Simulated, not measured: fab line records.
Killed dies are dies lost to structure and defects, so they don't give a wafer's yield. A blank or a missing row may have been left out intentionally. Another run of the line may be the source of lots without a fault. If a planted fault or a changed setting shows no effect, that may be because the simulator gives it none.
What tool caused it? | flow nand harc | 7 lots, 21 wafers sampled, at 2 steps of a route of 1159

## WHAT THE GAUGES READ, wafer by wafer
NHARC_THIN_TSV_THK_MEAS_02: measures by ir.
lot  | measured     | on            | thk nm (nm)
L394 | day 18 16:29 | film metro-01 | 3145 3425 3287
L396 | day 18 23:56 | film metro-02 | 3026 3044 2813
L405 | day 21 09:17 | film metro-02 | 2836 3339 3030
L407 | day 21 10:30 | film metro-02 | 3200 3378 2983
L410 | day 22 22:13 | film metro-02 | 3227 3337 2913
L414 | day 23 22:46 | film metro-01 | 2642 2713 2953
L415 | day 24 07:05 | film metro-01 | 2827 3101 2658

## EACH LOT AND THE TOOL THAT RAN IT (in order: tool; ch and the chambers of the sampled wafers; start)
lot  | NHARC_A_BONDPAD_PVD_27
L394 | pvd sputter-01, day 18 16:29 or earlier
L396 | pvd sputter-03, day 18 23:56 or earlier
L405 | pvd sputter-01, day 21 09:17 or earlier
L407 | pvd sputter-03, day 21 10:30 or earlier
L410 | pvd sputter-02, day 22 22:13 or earlier
L414 | pvd sputter-01, day 23 22:46 or earlier
L415 | pvd sputter-02, day 24 07:05 or earlier
- NHARC_A_BONDPAD_PVD_27: deposits Cu, target thk 30 nm, time 20.49 s.

## THE ANSWER, worked out from the rows above alone
Rule: usual is defined by the lots themselves. The widest of any qualifying gaps counts: lots, ordered by their means at a reading, are off when they make up no more than a third of the lots, leave a main group of 4 or more, and stand apart from it by 3 or more times the standard deviation of that group's means. The tables above print the reading to a certain number of digits; a main group whose means all agree to those digits is not used. A lot without any number at a reading at which 4 lots or more have one is off too. All remaining lots with rows at the step are treated as sound.
None of the lots is off at any reading shown; this tells nothing.

## WHAT THE SIMULATOR HAD PUT IN
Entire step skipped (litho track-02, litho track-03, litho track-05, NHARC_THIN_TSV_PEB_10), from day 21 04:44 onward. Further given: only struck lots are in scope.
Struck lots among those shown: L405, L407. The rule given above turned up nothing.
